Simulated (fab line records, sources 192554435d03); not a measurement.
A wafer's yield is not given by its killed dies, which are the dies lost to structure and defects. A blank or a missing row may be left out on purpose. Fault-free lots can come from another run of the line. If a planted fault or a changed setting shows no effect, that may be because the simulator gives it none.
Chamber matching -- flow n5Finfet -- rieDiel-03 running N5_BEOL_M12_ETCH_59: 4 sister chambers
The step etches BARC in N2/H2, target depth 89 nm, overetch 26.7 nm, time 67.9 s. 27 wafers are shown with their chamber, then 12 later ones without.

== EACH WAFER AND ITS CHAMBER ==
wafer,chamber,showerheadPlenumPTorr (Torr),drypumpMotorCurrentA (A),throttleValvePct (%)
L074.2,1,2.47,6.7,17.70
L074.4,3,2.67,5.7,18.02
L074.5,1,2.47,6.7,17.68
L080.2,3,2.67,5.6,18.03
L080.3,1,2.47,6.8,17.70
L080.6,1,2.47,6.8,17.71
L084.1,2,2.46,6.0,17.78
L084.5,1,2.46,6.7,17.72
L084.6,2,2.46,5.9,17.79
L087.2,3,2.66,5.6,18.06
L087.5,1,2.46,6.7,17.74
L087.6,2,2.46,5.9,17.77
L088.1,2,2.46,5.9,17.80
L088.2,1,2.46,6.7,17.74
L088.6,3,2.66,5.6,18.07
L086.1,1,2.46,6.8,17.72
L086.3,2,2.46,5.9,17.79
L086.4,0,2.70,5.5,17.48
L090.3,3,2.66,5.6,18.08
L090.4,2,2.45,5.9,17.80
L090.6,2,2.45,6.0,17.80
L091.1,3,2.66,5.6,18.08
L091.3,1,2.46,6.7,17.75
L091.5,3,2.66,5.6,18.09
L093.1,2,2.45,5.9,17.83
L093.3,3,2.66,5.6,18.09
L093.4,1,2.45,6.7,17.76

SIGNATURES (means of the wafers above)
reading,chamber 0,chamber 1,chamber 2,chamber 3,scatter within a chamber
showerheadPlenumPTorr,2.7000,2.4630,2.4562,2.6625,0.0057
drypumpMotorCurrentA,5.500,6.730,5.925,5.612,0.0441
throttleValvePct,17.4800,17.7220,17.7950,18.0650,0.0237
Rule: distance of a wafer from a chamber = root of the sum over the readings of ((wafer's reading minus chamber's mean) / reading's scatter) squared. If the next closest chamber is less than 2 further off than the closest, the wafer can't be placed; otherwise it belongs to the closest. The scatter is the square root of a quotient: the sum, over the shown wafers, of each reading's squared deviation from its chamber's mean, divided by wafers minus chambers.

== WAFERS WHOSE CHAMBER IS MISSING ==
wafer,showerheadPlenumPTorr (Torr),drypumpMotorCurrentA (A),throttleValvePct (%)
L092.1,2.45,6.0,17.83
L092.2,2.66,5.6,18.09
L092.6,2.45,5.9,17.84
L095.2,2.45,6.7,17.77
L095.3,2.70,5.5,17.50
L095.5,2.45,5.9,17.82
L094.1,2.45,5.9,17.83
L094.5,2.70,5.5,17.50
L094.6,2.65,5.7,18.10
L096.1,2.45,6.0,17.83
L096.2,2.65,5.6,18.09
L096.5,2.70,5.5,17.47

== EACH ONE'S CHAMBER ==
wafer,from the rows above,in truth
L092.1,2,2
L092.2,3,3
L092.6,2,2
L095.2,1,1
L095.3,0,0
L095.5,2,2
L094.1,2,2
L094.5,0,0
L094.6,3,3
L096.1,2,2
L096.2,3,3
L096.5,0,0
12 of 12 placed correctly. Number that these rows cannot place: 0. Wrongly placed: 0.
